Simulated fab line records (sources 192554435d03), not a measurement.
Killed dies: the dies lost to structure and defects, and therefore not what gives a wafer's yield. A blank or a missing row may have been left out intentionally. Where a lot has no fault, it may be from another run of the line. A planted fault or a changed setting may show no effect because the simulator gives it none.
One fault seen from 3 desks | flow n5_finfet | numbers are kept per desk, each desk with only its own; the story behind them comes last

FROM THE METROLOGY DESK
What the gauges read for every lot (on any tool): the sampled wafers with a number, averaged. A lot is out of limits, marked OUT, if its mean lies more than 4 standard deviations from the usual mean; the brackets give that distance. It has 10 readings; the 7 that lie furthest out on some lot are the ones shown.
Columns: A = DIBL_N at N5_BEOL_M4_RC_MEAS_101, usual 36.7 mV/V; B = IOFF_P at N5_BEOL_M4_RC_MEAS_101, usual 0.23 nA/um; C = ION_N at N5_BEOL_M4_RC_MEAS_101, usual 683 uA/um; D = ION_P at N5_BEOL_M4_RC_MEAS_101, usual 467 uA/um; E = SS_N at N5_BEOL_M4_RC_MEAS_101, usual 71.7 mV/dec; F = VT_N at N5_BEOL_M4_RC_MEAS_101, usual 249 mV; G = VT_P at N5_BEOL_M4_RC_MEAS_101, usual -250 mV
lot  | first seen here | A    | B    | C   | D   | E    | F   | G
L918 | day 7 13:15     | 35.7 | 0.22 | 673 | 461 | 71.7 | 250 | -252
L923 | day 9 03:58     | 37.2 | 0.25 | 681 | 473 | 71.9 | 251 | -250
L924 | day 9 09:02     | 36.6 | 0.25 | 680 | 470 | 71.7 | 248 | -247
L925 | day 9 10:56     | 34.0 | 0.20 | 684 | 478 | 70.6 | 249 | -249
L928 | day 10 08:22    | 37.2 | 0.18 | 687 | 458 | 72.0 | 250 | -255
L933 | day 11 11:47    | 35.3 | 0.21 | 664 | 455 | 71.7 | 250 | -250
L935 | day 11 20:03    | 34.5 | 0.20 | 660 | 460 | 71.1 | 254 | -250
L936 | day 12 02:56    | 36.7 | 0.22 | 687 | 470 | 71.9 | 250 | -251
L939 | day 13 07:21    | 35.7 | 0.18 | 693 | 459 | 72.0 | 247 | -256
L940 | day 13 16:04    | 35.1 | 0.16 | 674 | 462 | 71.0 | 253 | -257
This desk's finding: nothing out of limits on any of the 10 lots.

TOOL OWNER'S DESK, litho_track-04
The tool's own readings at N5_BEOL_M2_COAT_76 (time 60 s, resist thk 5 nm): means of the sampled wafers that have a number, for each lot that ran on this tool. A lot is out of limits, marked OUT, if its mean lies more than 4 standard deviations from the usual mean; the brackets give that distance.
Columns: A = run_length_s at N5_BEOL_M2_COAT_76, usual 66.31 s
lot  | first seen here | A
L918 | day 6 10:16     | 66.31
L925 | day 8 09:44     | 66.44
L933 | day 10 06:03    | 69.13 (+13) OUT
L935 | day 10 17:10    | 68.91 (+12) OUT
L936 | day 10 23:02    | 69.97 (+17) OUT
Finding of this desk: L933, L935, L936 out of limits; the first was L933 at day 10 06:03, on run_length_s at N5_BEOL_M2_COAT_76. L918, L925: within limits.

THE DEFECT DESK
Lot by lot, what the route's inspections counted, given as the mean of those sampled wafers with a number. A lot is out of limits, marked OUT, if its mean lies more than 4 standard deviations from the usual mean; the brackets give that distance.
Columns: A = raw_defect_count at N5_BEOL_M1_INSPECT_59, usual 66
lot  | first seen here | A
L918 | day 6 09:03     | 84
L923 | day 7 17:34     | 49
L924 | day 7 22:47     | 84
L925 | day 8 05:04     | 53
L928 | day 8 20:29     | 66
L933 | day 10 03:46    | 42
L935 | day 10 15:17    | 53
L936 | day 10 19:43    | 69
L939 | day 11 16:11    | 53
L940 | day 12 02:56    | 49
This desk's finding: nothing out of limits on any of the 10 lots.

BROUGHT TOGETHER
The tool owner's desk could have raised an alarm at day 10 06:03, on L933, L935, L936.
Metrology desk: nothing out of limits seen.
The defect desk saw nothing out of limits.
The metrology desk holds a record of L933, L935, L936, inside its limits.
The defect desk has L933, L935, L936 on record, within its limits.
All the named lots went through N5_BEOL_M2_COAT_76 on litho_track-04.

WHAT WAS PUT IN BY THE SIMULATOR
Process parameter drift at N5_BEOL_M2_COAT_76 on litho_track-04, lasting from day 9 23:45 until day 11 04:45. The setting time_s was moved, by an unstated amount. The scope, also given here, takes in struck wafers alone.
Lots struck among those shown: L933, L935, L936.
Delay in hours, fault start to first out-of-limits reading, by desk: the tool owner's desk at 6.
